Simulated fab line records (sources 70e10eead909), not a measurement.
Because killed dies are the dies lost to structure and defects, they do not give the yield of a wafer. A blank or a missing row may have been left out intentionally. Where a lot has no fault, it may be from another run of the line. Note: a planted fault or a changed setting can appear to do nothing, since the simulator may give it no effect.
What tool caused it?	flow nandHarc	Sampling: 13 lots, 39 wafers, 5 of 1159 route steps

== WHAT THE GAUGES READ, wafer by wafer ==
NHARC_A_CONTACT_OVL_MEAS_70. Usual: overlayXNm 0.0 nm, standard deviation 0.67; overlayYNm -0.1 nm, standard deviation 0.95.
lot	measured	on	overlayXNm (nm)	overlayYNm (nm)	flag
L131	day 16 23:47	overlay-01	0.2 -0.4 -0.3	1.6 1.6 2.1	
L132	day 17 01:40	overlay-01	0.0 0.6 0.6	-1.5 -1.6 -2.1	
L129	day 17 05:34	overlay-01	0.0 0.0 -0.5	-0.7 -1.4 -1.0	
L135	day 18 00:23	overlay-01	0.0 -0.6 0.2	0.8 0.2 0.4	
L136	day 18 10:23	overlay-02	0.4 -0.1 0.1	-0.9 -0.9 -0.2	
L137	day 18 20:13	overlay-02	0.4 0.2 0.5	-1.7 -2.1 -1.4	
L139	day 18 23:58	overlay-02	-0.1 0.2 0.5	-0.4 -0.5 -0.8	
L140	day 19 21:31	overlay-01	0.8 0.1 0.8	-0.5 0.0 0.6	
L143	day 20 01:29	overlay-01	0.0 0.2 0.9	-0.6 -0.5 -0.7	
L151	day 21 14:08	overlay-01	-0.8 -1.0 -1.1	0.5 0.1 0.3	
L149	day 21 19:54	overlay-02	0.1 0.6 -0.1	-0.5 -0.5 -0.8	
L150	day 21 23:23	overlay-01	-0.7 -0.7 -1.1	0.0 0.1 0.4	
L152	day 22 09:10	overlay-02	0.3 0.8 0.9	2.1 1.9 2.1	

NHARC_END_SORT_01. Usual: killedAtArray 26, standard deviation 9.6; killedAtOther 0.7, standard deviation 0.92; killedAtPeriphery 3.8, standard deviation 2.7; killedDies 31, standard deviation 10; killedOpen 3.3, standard deviation 1.7; killedShort 1.8, standard deviation 1.3.
lot	measured	on	killedAtArray	killedAtOther	killedAtPeriphery	killedDies	killedOpen	killedShort	flag
L131	day 19 19:53	prober-01	13 15 17	1 1 3	5 5 6	19 21 26	4 2 6	1 1 3	
L132	day 19 19:57	prober-02	23 25 24	0 0 0	4 6 0	27 31 24	2 3 2	1 4 1	
L129	day 20 03:38	prober-01	13 15 12	2 0 2	3 3 2	18 18 16	4 5 6	2 4 0	
L135	day 20 23:23	prober-01	37 27 38	0 2 0	2 3 4	39 32 42	3 3 6	3 1 2	
L136	day 20 21:44	prober-02	16 26 20	0 0 2	4 4 3	20 30 25	3 5 3	0 1 1	
L137	day 21 06:08	prober-01	41 39 32	0 0 0	3 6 4	44 45 36	4 4 1	0 3 5	
L139	day 21 07:43	prober-02	27 29 33	0 0 0	3 5 2	30 34 35	0 4 2	1 1 1	
L140	day 22 18:03	prober-01	676 671 674	0 1 0	1 5 3	677 677 677	4 3 3	1 2 1	OFF
L143	day 22 18:03	prober-02	676 676 672	0 0 1	1 1 4	677 677 677	5 4 8	0 0 1	OFF
L151	day 24 00:30	prober-01	26 24 27	1 3 0	4 4 5	31 31 32	3 3 5	2 2 0	
L149	day 24 10:29	prober-01	43 42 55	0 1 1	1 4 2	44 47 58	1 3 3	4 0 1	
L150	day 24 08:54	prober-02	33 33 38	1 4 2	2 1 2	36 38 42	4 1 3	3 2 2	
L152	day 24 23:13	prober-02	38 31 28	0 0 0	2 4 4	40 35 32	3 5 4	2 2 2	

== WHICH TOOL RAN EACH LOT (tool, then ch and the chambers of the sampled wafers, then the start) ==
lot	NHARC_A_CONTACT_ETCH_124	NHARC_A_CONTACT_ETCH_126	NHARC_A_CONTACT_ETCH_132
L131	harCapEtch-03 ch 0,1, day 17 01:20	harCapEtch-03 ch 0,1, day 17 01:40	harCapEtch-03 ch 0,1, day 17 02:31
L132	harCapEtch-01 ch 0,1, day 17 03:05	harCapEtch-01 ch 0,1, day 17 03:25	harCapEtch-01 ch 0,1, day 17 04:16
L129	harCapEtch-01 ch 0,1, day 17 06:49	harCapEtch-01 ch 0,1, day 17 07:16	harCapEtch-01 ch 0,1, day 17 08:25
L135	harCapEtch-03 ch 0,1, day 18 01:41	harCapEtch-03 ch 0,1, day 18 02:01	harCapEtch-03 ch 0,1, day 18 02:52
L136	harCapEtch-01 ch 0,1, day 18 11:37	harCapEtch-01 ch 0,1, day 18 11:57	harCapEtch-01 ch 0,1, day 18 12:48
L137	harCapEtch-01 ch 0,1, day 18 21:42	harCapEtch-01 ch 0,1, day 18 22:03	harCapEtch-01 ch 0,1, day 18 22:54
L139	harCapEtch-02 ch 0,1, day 19 01:18	harCapEtch-02 ch 0,1, day 19 01:38	harCapEtch-02 ch 0,1, day 19 02:29
L140	harCapEtch-02 ch 0,1, day 19 22:45	harCapEtch-02 ch 0,1, day 19 23:12	harCapEtch-02 ch 0,1, day 20 00:20
L143	harCapEtch-03 ch 0,1, day 20 02:58	harCapEtch-03 ch 0,1, day 20 03:19	harCapEtch-03 ch 0,1, day 20 04:09
L151	harCapEtch-02 ch 0,1, day 21 15:25	harCapEtch-02 ch 0,1, day 21 15:44	harCapEtch-02 ch 0,1, day 21 16:35
L149	harCapEtch-02 ch 0,1, day 21 21:17	harCapEtch-02 ch 0,1, day 21 21:37	harCapEtch-02 ch 0,1, day 21 22:27
L150	harCapEtch-01 ch 0,1, day 22 00:40	harCapEtch-01 ch 0,1, day 22 01:01	harCapEtch-01 ch 0,1, day 22 01:52
L152	harCapEtch-01 ch 0,1, day 22 10:30	harCapEtch-01 ch 0,1, day 22 10:56	harCapEtch-01 ch 0,1, day 22 12:04
- NHARC_A_CONTACT_ETCH_124: etches the open film in C4F8/O2/Ar, time 140 s, target depth 700 nm.
- NHARC_A_CONTACT_ETCH_126: etches the open film in C4F8/O2/Ar, time 155 s, target depth 956 nm.
- NHARC_A_CONTACT_ETCH_132: etches the open film in C4F8/O2/Ar, time 156 s, target depth 958 nm.

== WHAT THE TOOLS THEMSELVES READ (means of the sampled wafers that have a number; where no wafer has one, the mark that the record gives instead) ==
NHARC_A_CONTACT_ETCH_124. Usual: chamberPressureMTorr 20.001 mTorr, standard deviation 0.018; oesAirLineAu 0.998 a.u., standard deviation 0.022.
lot	tool	chamberPressureMTorr (mTorr)	oesAirLineAu (a.u.)	flag
L131	harCapEtch-03	20.004	1.014	
L132	harCapEtch-01	19.977	1.014	
L129	harCapEtch-01	19.994	1.038	
L135	harCapEtch-03	19.982	1.005	
L136	harCapEtch-01	20.007	1.011	
L137	harCapEtch-01	19.999	0.985	
L139	harCapEtch-02	19.996	0.998	
L140	harCapEtch-02	20.014	0.998	
L143	harCapEtch-03	20.007	1.004	
L151	harCapEtch-02	20.001	1.004	
L149	harCapEtch-02	19.982	1.003	
L150	harCapEtch-01	20.004	0.972	
L152	harCapEtch-01	20.012	0.995	

NHARC_A_CONTACT_ETCH_126. Usual: chamberPressureMTorr 19.999 mTorr, standard deviation 0.02; oesAirLineAu 1.001 a.u., standard deviation 0.021.
lot	tool	chamberPressureMTorr (mTorr)	oesAirLineAu (a.u.)	flag
L131	harCapEtch-03	19.992	1.004	
L132	harCapEtch-01	19.992	0.993	
L129	harCapEtch-01	19.979	1.001	
L135	harCapEtch-03	19.994	1.002	
L136	harCapEtch-01	20.005	1.026	
L137	harCapEtch-01	19.993	0.991	
L139	harCapEtch-02	20.007	1.013	
L140	harCapEtch-02	-	-	OFF
L143	harCapEtch-03	-	-	OFF
L151	harCapEtch-02	20.010	1.018	
L149	harCapEtch-02	20.015	1.003	
L150	harCapEtch-01	20.013	1.003	
L152	harCapEtch-01	20.001	0.997	

NHARC_A_CONTACT_ETCH_132. Usual: chamberPressureMTorr 19.998 mTorr, standard deviation 0.016; oesAirLineAu 0.996 a.u., standard deviation 0.022.
lot	tool	chamberPressureMTorr (mTorr)	oesAirLineAu (a.u.)	flag
L131	harCapEtch-03	19.991	1.000	
L132	harCapEtch-01	19.990	0.998	
L129	harCapEtch-01	19.991	1.021	
L135	harCapEtch-03	20.007	0.982	
L136	harCapEtch-01	20.004	0.987	
L137	harCapEtch-01	20.011	0.991	
L139	harCapEtch-02	19.999	1.016	
L140	harCapEtch-02	19.987	1.004	
L143	harCapEtch-03	19.995	0.996	
L151	harCapEtch-02	19.999	0.998	
L149	harCapEtch-02	19.989	0.985	
L150	harCapEtch-01	19.985	0.974	
L152	harCapEtch-01	20.000	0.968	

== THE ANSWER, worked out from the rows above alone ==
Rule: take the mean of a lot's wafers that have a number; if it is more than 3 standard deviations from the usual mean, the lot is off. A lot without any number at a reading at which 4 lots or more have one is off too. Where the step has rows for the other lots, those lots are counted as sound. Order of review: gauges by route order, followed by the tools' own readings, for which a lot's mean as printed above is used. The first step at which some lot is off is used, and at that step the reading that is off furthest; a lot without a number counts as furthest.
Off: L140, L143 (NHARC_END_SORT_01, killedAtArray).
A tool fits if, at a process step before that reading, it ran every lot that is off, and no sound lot after the first of them. Not tried: the gauges at NHARC_END_SORT_01; whatever is off there is also off at NHARC_A_CONTACT_ETCH_126, on other tools, and gauge error can't account for it. Not one of the candidates tried fits.

== WHAT THE SIMULATOR PUT IN ==
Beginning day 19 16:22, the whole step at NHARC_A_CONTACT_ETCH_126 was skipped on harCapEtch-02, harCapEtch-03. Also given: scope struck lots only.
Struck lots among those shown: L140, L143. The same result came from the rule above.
